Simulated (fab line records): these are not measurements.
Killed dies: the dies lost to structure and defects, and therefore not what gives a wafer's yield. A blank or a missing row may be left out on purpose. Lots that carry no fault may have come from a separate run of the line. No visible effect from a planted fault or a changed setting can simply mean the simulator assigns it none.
Chamber matching ; flow n5_finfet ; ald_sin-02 running N5_MOL_CONTACT_COAG_ALD_133: 4 sister chambers
The step deposits SiO2, target thk 5 nm, pulse time 1 s, co reactant pulse time 1 s. 20 wafers are shown with their chamber, then 10 later ones without.

== WAFERS, EACH WITH ITS CHAMBER ==
wafer;chamber;heater_power_w (W);precursor_pulse_height_rel
L076.3;0;71;1.004
L076.4;2;83;0.993
L076.6;0;73;0.999
L077.2;1;72;1.002
L077.5;1;72;1.021
L077.6;2;82;0.997
L079.1;3;72;0.972
L079.3;0;72;1.009
L079.5;2;84;0.979
L081.2;3;72;0.980
L081.5;3;74;1.001
L081.6;1;73;0.990
L085.2;2;83;0.992
L085.4;0;73;0.997
L085.5;3;73;1.001
L089.1;3;73;1.027
L089.5;1;72;0.989
L089.6;0;70;0.991
L092.1;1;71;1.010
L092.3;3;74;1.002

SIGNATURES (averages over the wafers above)
reading;chamber 0;chamber 1;chamber 2;chamber 3;scatter within a chamber
heater_power_w;71.80;72.00;83.00;73.00;0.962
precursor_pulse_height_rel;1.00000;1.00240;0.99025;0.99717;0.0136
Rule: a wafer lies at a distance from a chamber equal to the root of the sum of squares, over the readings, of (its reading less the chamber's mean, divided by the reading's scatter). If the next closest chamber is less than 2 further off than the closest, the wafer can't be placed; otherwise it belongs to the closest. How the scatter is found: for the shown wafers, subtract from each reading the mean of its chamber, square and add these, divide the total by (wafers less chambers), then take the root.

== WAFERS MISSING THEIR CHAMBER ==
wafer;heater_power_w (W);precursor_pulse_height_rel
L092.4;73;0.996
L094.1;71;1.023
L094.2;70;0.982
L094.3;72;0.973
L095.2;70;0.994
L095.3;73;0.992
L095.5;71;0.990
L096.2;84;0.957
L096.4;72;0.986
L096.5;71;0.997

== EACH ONE'S CHAMBER ==
wafer;from the rows above;in truth
L092.4;can't be placed: 3 or 1 or 0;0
L094.1;can't be placed: 1 or 0 or 3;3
L094.2;can't be placed: 0 or 1 or 3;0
L094.3;can't be placed: 0 or 3 or 1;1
L095.2;can't be placed: 0 or 1 or 3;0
L095.3;can't be placed: 3 or 1 or 0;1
L095.5;can't be placed: 0 or 1 or 3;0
L096.2;2;2
L096.4;can't be placed: 0 or 1 or 3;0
L096.5;can't be placed: 0 or 1 or 3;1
Correct placement for 1 of the 10. From these rows, 9 cannot be placed; in 9 the true chamber is one of the candidates. Placed wrongly: 0.
